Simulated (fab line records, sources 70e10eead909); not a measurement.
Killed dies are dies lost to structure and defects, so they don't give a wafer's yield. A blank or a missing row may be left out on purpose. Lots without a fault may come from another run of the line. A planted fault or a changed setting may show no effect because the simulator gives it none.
Chamber matching | flow nand_harc | NHARC_A_BLC_CMP_25 on cmp-04: 4 sister chambers
The step polishes, t overpolish 30 s, target thk 150 nm. 14 wafers are shown with their chamber, then 7 later ones without.

WAFERS WITH THEIR CHAMBER
wafer  | chamber | motor_current_A (A) | overpolish_run_s (s) | time_to_endpoint_s (s)
L078.4 | 2       | 11.7                | 29.988               | 30.4
L078.5 | 2       | 11.6                | 30.009               | 32.0
L078.6 | 3       | 10.3                | 29.998               | 28.6
L079.1 | 2       | 11.6                | 29.990               | 30.2
L079.4 | 0       | 12.6                | 30.002               | 28.3
L079.6 | 1       | 11.7                | 30.010               | 26.2
L082.4 | 0       | 13.6                | 30.009               | 28.6
L082.5 | 3       | 11.0                | 30.004               | 28.3
L082.6 | 2       | 11.6                | 29.997               | 29.9
L084.3 | 2       | 11.3                | 29.983               | 32.8
L084.4 | 3       | 10.1                | 30.007               | 30.1
L084.6 | 1       | 11.5                | 30.014               | 31.3
L087.2 | 0       | 12.7                | 29.999               | 28.2
L087.3 | 3       | 10.5                | 29.993               | 27.5

SIGNATURES (means of the wafers above)
reading            | chamber 0 | chamber 1 | chamber 2 | chamber 3 | scatter within a chamber
motor_current_A    | 12.967    | 11.600    | 11.560    | 10.475    | 0.341
overpolish_run_s   | 30.00333  | 30.01200  | 29.99340  | 30.00050  | 0.00763
time_to_endpoint_s | 28.367    | 28.750    | 31.060    | 28.625    | 1.52
Rule: a wafer's distance from a chamber is the root of the sum, over the readings, of the square of ((its reading less the chamber's mean) divided by the reading's scatter). The wafer belongs to the nearest chamber; if the next one is less than 2 further off, it can't be placed. The scatter: the root of (the sum of the squares of (reading less its chamber's mean) over the shown wafers, divided by (wafers less chambers)).

WAFERS WITHOUT THEIR CHAMBER
wafer  | motor_current_A (A) | overpolish_run_s (s) | time_to_endpoint_s (s)
L087.5 | 11.7                | 30.010               | 32.7
L089.1 | 10.8                | 29.999               | 29.0
L089.2 | 12.3                | 30.001               | 27.5
L089.6 | 13.1                | 30.009               | 29.5
L095.2 | 11.4                | 30.013               | 29.0
L095.4 | 13.0                | 30.018               | 28.4
L095.6 | 10.6                | 30.007               | 25.1

WHICH CHAMBER EACH WENT THROUGH
wafer  | from the rows above          | in truth
L087.5 | can't be placed: 2 or 1      | 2
L089.1 | can't be placed: 3 or 2 or 1 | 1
L089.2 | can't be placed: 0 or 1 or 2 | 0
L089.6 | 0                            | 0
L095.2 | 1                            | 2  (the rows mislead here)
L095.4 | 0                            | 0
L095.6 | can't be placed: 3 or 1      | 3
Placed correctly: 2 of 7. Can't be placed from these rows: 4 (the true chamber is among the candidates in 4). Placed wrongly: 1.
